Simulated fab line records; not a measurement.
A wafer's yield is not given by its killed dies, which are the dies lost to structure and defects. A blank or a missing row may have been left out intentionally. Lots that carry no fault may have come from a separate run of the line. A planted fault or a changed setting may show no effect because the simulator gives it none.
Chamber matching + flow nand_harc + rie_diel-03 running NHARC_P_M0_ETCH_34: 4 sister chambers
The step etches the open film in N2/H2, target depth 40 nm, overetch 12 nm, time 43.94 s. 18 wafers are shown with their chamber, then 9 later ones without.

EACH WAFER AND ITS CHAMBER
| wafer  | chamber | rf_vpp_V (V) | oes_product_au (a.u.) | throttle_valve_pct (%) |
|--------|---------|--------------|-----------------------|------------------------|
| L075.1 | 0       | 426.1        | 1.022                 | 14.171                 |
| L075.3 | 3       | 433.3        | 1.021                 | 14.161                 |
| L075.6 | 3       | 433.8        | 1.022                 | 14.163                 |
| L078.1 | 0       | 426.2        | 1.013                 | 14.164                 |
| L078.5 | 0       | 425.9        | 1.019                 | 14.184                 |
| L078.6 | 1       | 425.9        | 0.999                 | 14.173                 |
| L081.2 | 0       | 426.6        | 1.017                 | 14.162                 |
| L081.3 | 3       | 434.4        | 1.009                 | 14.179                 |
| L081.6 | 2       | 433.5        | 1.003                 | 14.170                 |
| L085.1 | 2       | 433.3        | 1.010                 | 14.176                 |
| L085.2 | 1       | 428.3        | 1.005                 | 14.169                 |
| L085.3 | 0       | 426.3        | 1.031                 | 14.160                 |
| L086.1 | 3       | 435.0        | 0.999                 | 14.167                 |
| L086.2 | 1       | 427.3        | 0.992                 | 14.179                 |
| L086.5 | 3       | 433.3        | 1.001                 | 14.168                 |
| L087.1 | 3       | 434.7        | 1.007                 | 14.175                 |
| L087.4 | 1       | 427.4        | 1.005                 | 14.163                 |
| L087.6 | 3       | 434.8        | 1.015                 | 14.165                 |

SIGNATURES (averages over the wafers above)
| reading            | chamber 0 | chamber 1 | chamber 2 | chamber 3 | scatter within a chamber |
|--------------------|-----------|-----------|-----------|-----------|--------------------------|
| rf_vpp_V           | 426.220   | 427.225   | 433.400   | 434.186   | 0.671                    |
| oes_product_au     | 1.02040   | 1.00025   | 1.00650   | 1.01057   | 0.00766                  |
| throttle_valve_pct | 14.16820  | 14.17100  | 14.17300  | 14.16829  | 0.0075                   |
Rule: distance of a wafer from a chamber = root of the sum over the readings of ((wafer's reading minus chamber's mean) / reading's scatter) squared. If the next closest chamber is less than 2 further off than the closest, the wafer can't be placed; otherwise it belongs to the closest. The scatter: the root of (the sum of the squares of (reading less its chamber's mean) over the shown wafers, divided by (wafers less chambers)).

WAFERS WITH NO CHAMBER GIVEN
| wafer  | rf_vpp_V (V) | oes_product_au (a.u.) | throttle_valve_pct (%) |
|--------|--------------|-----------------------|------------------------|
| L095.1 | 433.5        | 1.010                 | 14.166                 |
| L095.3 | 425.8        | 1.022                 | 14.166                 |
| L095.6 | 434.3        | 1.003                 | 14.177                 |
| L094.1 | 433.0        | 1.009                 | 14.170                 |
| L094.2 | 425.1        | 0.991                 | 14.159                 |
| L094.5 | 426.8        | 1.024                 | 14.178                 |
| L097.3 | 433.8        | 1.000                 | 14.183                 |
| L097.4 | 432.8        | 1.007                 | 14.178                 |
| L097.6 | 433.4        | 1.008                 | 14.168                 |

WHICH CHAMBER EACH ONE RAN IN
| wafer  | from the rows above     | in truth |
|--------|-------------------------|----------|
| L095.1 | can't be placed: 2 or 3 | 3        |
| L095.3 | 0                       | 0        |
| L095.6 | can't be placed: 2 or 3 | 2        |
| L094.1 | can't be placed: 2 or 3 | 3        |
| L094.2 | can't be placed: 1 or 0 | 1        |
| L094.5 | can't be placed: 0 or 1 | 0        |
| L097.3 | can't be placed: 2 or 3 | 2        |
| L097.4 | can't be placed: 2 or 3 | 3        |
| L097.6 | can't be placed: 2 or 3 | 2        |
Placed correctly: 1 of 9. Unplaceable from these rows: 8, with the true chamber sitting among the candidates in 8. Number placed wrongly: 0.
